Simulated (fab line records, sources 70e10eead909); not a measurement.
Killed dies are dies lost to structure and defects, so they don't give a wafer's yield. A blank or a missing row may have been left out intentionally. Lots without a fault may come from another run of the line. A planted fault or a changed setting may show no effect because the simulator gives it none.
Matching of chambers :: flow nand harc :: 4 sister chambers for NHARC_A_SGD_CUT_ETCH_58 on rie diel-02
The step etches the open film in CF4, target depth 39 nm, time 65 s. 18 wafers are shown with their chamber, then 9 later ones without.

WAFERS PAIRED WITH THEIR CHAMBERS
wafer: L077.2
chamber: 1
showerhead plenum p Torr (Torr): 1.73
drypump motor current A (A): 5.8
rf vpp V (V): 150.1

wafer: L077.3
chamber: 3
showerhead plenum p Torr (Torr): 1.89
drypump motor current A (A): 5.8
rf vpp V (V): 152.9

wafer: L077.5
chamber: 0
showerhead plenum p Torr (Torr): 1.74
drypump motor current A (A): 5.5
rf vpp V (V): 151.0

wafer: L079.1
chamber: 2
showerhead plenum p Torr (Torr): 1.88
drypump motor current A (A): 5.7
rf vpp V (V): 152.0

wafer: L079.2
chamber: 1
showerhead plenum p Torr (Torr): 1.73
drypump motor current A (A): 5.8
rf vpp V (V): 149.9

wafer: L079.4
chamber: 0
showerhead plenum p Torr (Torr): 1.74
drypump motor current A (A): 5.5
rf vpp V (V): 149.8

wafer: L080.1
chamber: 1
showerhead plenum p Torr (Torr): 1.73
drypump motor current A (A): 5.8
rf vpp V (V): 151.0

wafer: L080.2
chamber: 0
showerhead plenum p Torr (Torr): 1.73
drypump motor current A (A): 5.5
rf vpp V (V): 152.3

wafer: L080.5
chamber: 2
showerhead plenum p Torr (Torr): 1.88
drypump motor current A (A): 5.7
rf vpp V (V): 153.1

wafer: L082.1
chamber: 1
showerhead plenum p Torr (Torr): 1.73
drypump motor current A (A): 5.8
rf vpp V (V): 150.9

wafer: L082.4
chamber: 0
showerhead plenum p Torr (Torr): 1.73
drypump motor current A (A): 5.5
rf vpp V (V): 151.3

wafer: L082.6
chamber: 1
showerhead plenum p Torr (Torr): 1.73
drypump motor current A (A): 5.8
rf vpp V (V): 151.5

wafer: L089.1
chamber: 2
showerhead plenum p Torr (Torr): 1.88
drypump motor current A (A): 5.8
rf vpp V (V): 151.9

wafer: L089.2
chamber: 0
showerhead plenum p Torr (Torr): 1.73
drypump motor current A (A): 5.5
rf vpp V (V): 150.4

wafer: L089.5
chamber: 3
showerhead plenum p Torr (Torr): 1.89
drypump motor current A (A): 5.8
rf vpp V (V): 153.4

wafer: L088.1
chamber: 0
showerhead plenum p Torr (Torr): 1.73
drypump motor current A (A): 5.5
rf vpp V (V): 150.4

wafer: L088.2
chamber: 2
showerhead plenum p Torr (Torr): 1.88
drypump motor current A (A): 5.7
rf vpp V (V): 151.2

wafer: L088.4
chamber: 0
showerhead plenum p Torr (Torr): 1.73
drypump motor current A (A): 5.5
rf vpp V (V): 151.8

SIGNATURES (averages over the wafers above)
reading: showerhead plenum p Torr
chamber 0: 1.7329
chamber 1: 1.7300
chamber 2: 1.8800
chamber 3: 1.8900
scatter within a chamber: 0.00319

reading: drypump motor current A
chamber 0: 5.500
chamber 1: 5.800
chamber 2: 5.725
chamber 3: 5.800
scatter within a chamber: 0.0231

reading: rf vpp V
chamber 0: 151.000
chamber 1: 150.680
chamber 2: 152.050
chamber 3: 153.150
scatter within a chamber: 0.771
Rule: for a wafer and a chamber, the distance is found by dividing, reading by reading, the gap between the wafer's reading and the chamber's mean by the reading's scatter, squaring, summing and taking the root. If the next closest chamber is less than 2 further off than the closest, the wafer can't be placed; otherwise it belongs to the closest. How the scatter is found: for the shown wafers, subtract from each reading the mean of its chamber, square and add these, divide the total by (wafers less chambers), then take the root.

WAFERS WHOSE CHAMBER IS MISSING
wafer: L094.1
showerhead plenum p Torr (Torr): 1.73
drypump motor current A (A): 5.8
rf vpp V (V): 150.7

wafer: L094.3
showerhead plenum p Torr (Torr): 1.88
drypump motor current A (A): 5.7
rf vpp V (V): 152.2

wafer: L094.4
showerhead plenum p Torr (Torr): 1.73
drypump motor current A (A): 5.5
rf vpp V (V): 151.5

wafer: L091.1
showerhead plenum p Torr (Torr): 1.89
drypump motor current A (A): 5.8
rf vpp V (V): 154.3

wafer: L091.5
showerhead plenum p Torr (Torr): 1.73
drypump motor current A (A): 5.8
rf vpp V (V): 150.8

wafer: L091.6
showerhead plenum p Torr (Torr): 1.73
drypump motor current A (A): 5.5
rf vpp V (V): 150.6

wafer: L096.2
showerhead plenum p Torr (Torr): 1.73
drypump motor current A (A): 5.5
rf vpp V (V): 151.0

wafer: L096.4
showerhead plenum p Torr (Torr): 1.89
drypump motor current A (A): 5.8
rf vpp V (V): 152.6

wafer: L096.6
showerhead plenum p Torr (Torr): 1.73
drypump motor current A (A): 5.5
rf vpp V (V): 152.0

WHICH CHAMBER EACH ONE RAN IN
wafer: L094.1
from the rows above: 1
in truth: 1

wafer: L094.3
from the rows above: 2
in truth: 2

wafer: L094.4
from the rows above: 0
in truth: 0

wafer: L091.1
from the rows above: 3
in truth: 3

wafer: L091.5
from the rows above: 1
in truth: 1

wafer: L091.6
from the rows above: 0
in truth: 0

wafer: L096.2
from the rows above: 0
in truth: 0

wafer: L096.4
from the rows above: 3
in truth: 3

wafer: L096.6
from the rows above: 0
in truth: 0
Correct placement for 9 of the 9. Not placeable from these rows: 0. Number placed wrongly: 0.
